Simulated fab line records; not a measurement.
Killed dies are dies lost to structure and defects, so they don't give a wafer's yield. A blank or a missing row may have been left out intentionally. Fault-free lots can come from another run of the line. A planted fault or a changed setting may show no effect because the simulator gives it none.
A lot that was struck, set against a sound lot / flow nand_harc / 38 steps out of a route of 1302
Sound: the wafers L889.1, L889.2, L889.5. Struck: wafer L900.1; the same lot's L900.2 was not struck, so it is left out; see the end for the cause.
Per side, at each step with rows, come the tool, then ch with its chambers, and then its first start. Under that, the readings that differ: sound wafers / struck wafers / difference of the means / sigmas: that difference in standard deviations of wafers without a fault.
alike: a reading whose means differ by less than 2 such deviations, as well as words and numbers matching on both sides. not compared: withheld readings; readings where some wafer has no value; bounds like >300 that might hide an equal value; numbers whose values overlap and for which the record gives no deviation.
The two part at a step that has a row with sigmas, a row that says differs or no value, or rows on one side only. Numbers that don't overlap but have no deviation are shown without sigmas and don't part them. Lack of a reading on every wafer of one side parts them only where that side has two or more wafers.

first, 10 steps without rows for these wafers: NHARC_A_CHANNEL_HOLE_D2_DEP_00 (deposits aC, target thk 3100 nm); NHARC_A_CHANNEL_HOLE_D2_DEP_01 (deposits SiON, target thk 140 nm); NHARC_A_CHANNEL_HOLE_D2_DEHYDRATE_02 (time 120 s); NHARC_A_CHANNEL_HOLE_D2_HMDS_03 (time 30 s); NHARC_A_CHANNEL_HOLE_D2_COAT_36 (time 75 s); NHARC_A_CHANNEL_HOLE_D2_COAT_37 (time 65 s); NHARC_A_CHANNEL_HOLE_D2_COAT_04 (resist thk 90 nm); NHARC_A_CHANNEL_HOLE_D2_SOFTBAKE_05 (time 55 s); NHARC_A_CHANNEL_HOLE_D2_EBR_06; NHARC_A_CHANNEL_HOLE_D2_EXPOSE_07 (exposes mask HOLE D2, target cd 100 nm).
NHARC_A_CHANNEL_HOLE_D2_PEB_08: peb time 65 s.
  sound on litho_track-01 ch 0, day 13 12:00; struck on litho_track-01 ch 0, day 18 02:52
reading=heater_power_total_W (W); sound=156.2 156.2 156.9; struck=182.9; difference=+26.5; sigmas=+65
then, 1 step without rows for these wafers: NHARC_A_CHANNEL_HOLE_D2_DEVELOP_09 (develop time 35 s).
NHARC_A_CHANNEL_HOLE_D2_CD_MEAS_10: target cd 100 nm.
  sound on cd_sem-02 ch 0, day 13 12:04; struck on cd_sem-03 ch 0, day 18 02:56
reading=cd_nm (nm); sound=100.0 99.1 98.8; struck=91.4; difference=-7.9; sigmas=-11
NHARC_A_CHANNEL_HOLE_D2_DESCUM_15: chemistry O2, time 3 s.
  sound on rie_diel-05 ch 0,1, day 13 12:16; struck on rie_diel-10 ch 0, day 18 03:08
reading=model.A_CHANNEL_HOLE_D2.cd_nm (nm); sound=99.18 100.1 98.63; struck=92.03; difference=-7.27; sigmas=
  alike: drypump_motor_current_A, mfc_ar_sccm, oes_product_au, rf_vpp_V, showerhead_plenum_p_Torr, throttle_valve_pct
  not compared: rf_hours_counter_h
then, 16 steps without rows for these wafers: NHARC_A_CHANNEL_HOLE_D2_ETCH_38 (etches the open film in CF4, target depth 39 nm, time 65 s); NHARC_A_CHANNEL_HOLE_D2_ETCH_39 (etches the open film in N2/H2, target depth 260 nm, time 325 s); NHARC_A_CHANNEL_HOLE_D2_ETCH_34 (etches the open film in CF4/CHF3, target depth 154 nm, time 77 s); NHARC_A_CHANNEL_HOLE_D2_ETCH_16 (etches the open film in O2/COS, target depth 3100 nm, time 806 s); NHARC_A_CHANNEL_HOLE_D2_ETCH_19 (etches the open film in C4F8/O2/Ar, time 34.5 s); NHARC_A_CHANNEL_HOLE_D2_ETCH_20 (etches the open film in C4F8/O2/Ar, time 361.9 s, target depth 1600 nm); NHARC_A_CHANNEL_HOLE_D2_ETCH_21 (etches the open film in C4F8/O2/Ar, time 514.3 s, target depth 1600 nm); NHARC_A_CHANNEL_HOLE_D2_ETCH_22 (etches the open film in C4F8/O2/Ar, time 666.7 s, target depth 1600 nm); NHARC_A_CHANNEL_HOLE_D2_ETCH_23 (etches the open film in C4F8/O2/Ar, time 819 s, target depth 1600 nm); NHARC_A_CHANNEL_HOLE_D2_ETCH_24 (etches the open film in C4F8/O2/Ar, time 906.2 s, target depth 1500 nm); NHARC_A_CHANNEL_HOLE_D2_ETCH_25 (etches the open film in C4F8/O2/Ar, time 1040.2 s, target depth 1500 nm); NHARC_A_CHANNEL_HOLE_D2_ETCH_26 (etches the open film in C4F8/O2/Ar, time 224.1 s, target depth 300 nm); NHARC_A_CHANNEL_HOLE_D2_ETCH_27 (etches the open film in C4F8/O2/Ar, time 90 s, target depth 400 nm); NHARC_A_CHANNEL_HOLE_D2_STRIP_41 (strips in N2/H2); NHARC_A_CHANNEL_HOLE_D2_STRIP_42 (strips in CF4/CHF3); NHARC_A_CHANNEL_HOLE_D2_STRIP_43 (strips in O2/COS).
NHARC_A_CHANNEL_HOLE_D2_ETCH_44: etches the open film in CF4/O2, target depth 140 nm, overetch 14 nm, time 77 s.
  sound on rie_diel-07 ch 1,2,3, day 13 18:13; struck on rie_diel-07 ch 1, day 18 09:38
reading=model.A_CHANNEL_HOLE_D2.cd_nm (nm); sound=89.15 88.92 89.28; struck=77.56; difference=-11.56; sigmas=
  alike: drypump_motor_current_A, mfc_ar_sccm, oes_o_777_au, oes_product_au, rf_vpp_V, showerhead_plenum_p_Torr, throttle_valve_pct
  not compared: rf_hours_counter_h
then, 3 steps without rows for these wafers: NHARC_A_CHANNEL_HOLE_D2_STRIP_28 (strips in O2); NHARC_A_CHANNEL_HOLE_D2_PRECLEAN_29 (cleans in SC1); NHARC_A_CHANNEL_HOLE_D2_SRD_30.
NHARC_A_CHANNEL_HOLE_D2_CD_MEAS_31:
  sound on cd_sem-03 at day 13 19:00; struck on cd_sem-01 at day 18 10:25
reading=cd_nm (nm); sound=88.2 88.4 88.8; struck=76.9; difference=-11.6; sigmas=-7
NHARC_A_CHANNEL_HOLE_D2_XSEM_32:
  sound on xsem-01 ch 0, day 13 19:05; struck on xsem-02 ch 0, day 18 10:30
reading=bot_cd_nm (nm); sound=72.2 72.2 72.8; struck=61.9; difference=-10.5; sigmas=-6
  alike: bow_nm, tilt_deg
-- the record jumps here: 10 days lie between the struck wafers' starts before and after (it left off in module A_CHANNEL_HOLE_D2 and takes up again in module END, whose first step shown is number 1301 of the route) --
NHARC_END_WLT_00:
  sound on prober-02 at day 26 09:19; struck on prober-01 at day 28 19:11
reading=VT_DECK2_BOTTOM; sound=0.872 0.861 0.875; struck=0.825; difference=-0.044; sigmas=-6
reading=VT_DECK2_BOTTOM_INNER; sound=0.862 0.869 0.876; struck=0.826; difference=-0.043; sigmas=-6
reading=VT_DECK2_MEDIAN_NEAR_BOTTOM; sound=0.869 0.869 0.871; struck=0.832; difference=-0.038; sigmas=-5
reading=VT_DECK2_MEDIAN_NEAR_BOTTOM_INNER; sound=0.867 0.869 0.867; struck=0.831; difference=-0.037; sigmas=-5
reading=VT_DECK2_MIDDLE; sound=0.887 0.894 0.882; struck=0.852; difference=-0.036; sigmas=-5
reading=VT_DECK2_MIDDLE_INNER; sound=0.881 0.880 0.893; struck=0.854; difference=-0.031; sigmas=-5
reading=VT_DECK2_TOP; sound=0.903 0.899 0.897; struck=0.865; difference=-0.035; sigmas=-6
reading=VT_DECK2_TOP_INNER; sound=0.902 0.904 0.896; struck=0.872; difference=-0.029; sigmas=-4
  alike: VT_DECK1_BOTTOM, VT_DECK1_BOTTOM_INNER, VT_DECK1_MEDIAN_NEAR_BOTTOM, VT_DECK1_MEDIAN_NEAR_BOTTOM_INNER, VT_DECK1_MIDDLE, VT_DECK1_MIDDLE_INNER, VT_DECK1_TOP, VT_DECK1_TOP_INNER
then, 1 step without rows for these wafers: NHARC_END_SORT_01.

== WHERE THEY PART ==
Earliest at NHARC_A_CHANNEL_HOLE_D2_PEB_08; latest, in this record, at NHARC_END_WLT_00.

WHY: the cause the simulator had injected
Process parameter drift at NHARC_A_CHANNEL_HOLE_D2_PEB_08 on litho_track-01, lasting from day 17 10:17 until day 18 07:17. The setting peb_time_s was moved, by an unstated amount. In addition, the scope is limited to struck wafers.
